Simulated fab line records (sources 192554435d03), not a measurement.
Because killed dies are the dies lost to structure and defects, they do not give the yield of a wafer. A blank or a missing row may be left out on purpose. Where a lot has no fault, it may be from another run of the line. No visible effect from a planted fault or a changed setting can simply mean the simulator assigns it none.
Code-filled problem report in 8D (eight disciplines) form :: flow n5 finfet :: the parts of the form that need people (team, actions taken, sign-off) are left out

1. WHAT WENT WRONG
N5_BEOL_M0_SAQP_PECVD_03, run length s: mean 47.5 s on 2 wafers (1 lot); fault-free wafers 51.4 s, standard deviation 0.51. That is -7.6 standard deviations from the usual mean.
The step: deposits SiCN from 3MS/NH3, target thk 12 nm, time 21.1 s.
Seen first at day 8 10:51 on pecvd-01, wafer L328.2. At this step, 26 wafers from 9 lots have a number in the record. Rule for "out", or "out of limits": more than 4 standard deviations from the usual mean. All remaining wafers that have a number are taken as sound.

2. WHAT IT IS, AND WHAT IT ISN'T
question: which readings at this step
is: run length s
is not: showerhead plenum p Torr, throttle valve pct

question: which lots
is: L328
is not: L319, L332, L333, L334, L337, L338, L339, L340

question: which wafers of those lots
is: all that have a number
is not: -

question: read on which tools
is: pecvd-01
is not: pecvd-02, pecvd-04

question: when
is: from day 8 10:51
is not: up to then (3 sound wafers); but 21 sound wafers of L332, L333, L334, L337, L338, L339, L340 came after

3. THE SUSPECTS, EACH WITH WHAT RULES IT OUT
Counting: any tool at a process step up to the reading is kept as a suspect provided that every lot that is out went through it and no sound lot did after the first of them.
- rie diel-01 at N5_MOL_CONTACT_COAG_ETCH_124 (etches SiNx in CH3F/O2, stops on SiOC, target depth 6.5 nm): ruled out as a lasting fault. Sound lots L334, L339 ran on it after its first lot that is out, L328 (day 8 04:25).
- pvd sputter-03 at N5_BEOL_M0_SAQP_HM_DEP_02 (deposits TiN, target thk 12 nm): ruled out as a lasting fault. Sound lots L332, L337, L340 ran on it after its first lot that is out, L328 (day 8 10:44).
- pecvd-01 at N5_BEOL_M0_SAQP_PECVD_03 (deposits SiCN from 3MS/NH3, target thk 12 nm, time 21.1 s): kept. It ran the lot that is out, L328 (day 8 10:51), and no sound lot after that; its last sound lot up to then is L319 (day 6 05:05). On those wafers its own readings are out: run length s.
The count leaves pecvd-01 at N5_BEOL_M0_SAQP_PECVD_03.

4. THE CAUSE (what the simulator had put in)
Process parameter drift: pecvd-01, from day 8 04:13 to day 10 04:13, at N5_BEOL_M0_SAQP_PECVD_03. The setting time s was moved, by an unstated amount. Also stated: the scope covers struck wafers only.
Only this tool survived the counting.

5. THE CHAIN OF EFFECTS, in route order
Rows list readings where the struck wafers' mean (over those with a number) sits beyond 3 standard deviations from the usual. Scope: only readings with a usual standard deviation given in the record; hours: median across lots of the time from each lot's start at the first step in this table that gives one to its start at this step; sigmas: change in usual standard deviations.
hours: 0
step: N5_BEOL_M0_SAQP_PECVD_03
reading: run length s
usual: 51.4 s
on struck wafers: 47.5
change: -3.9
sigmas: -7.6

hours: 11
step: N5_BEOL_M0_ETCH_138
reading: etch rf on time s
usual: 28.9 s
on struck wafers: 20.9
change: -8.0
sigmas: -8.0
It contains these process steps:
- N5_BEOL_M0_SAQP_PECVD_03: deposits SiCN from 3MS/NH3, target thk 12 nm, time 21.1 s.
- N5_BEOL_M0_ETCH_138: etches SiCN in CH3F/O2, target depth 12 nm, time 31.6 s.
Later steps that measure or inspect, where all struck wafers having a row at the step show a number for every such reading and not one has moved that far: N5_BEOL_M4_RC_MEAS_101.

6. WHAT WOULD HAVE CAUGHT IT SOONER
The fault began at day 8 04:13; the first out-of-limits reading in this record came at day 8 10:51, 7 hours later.
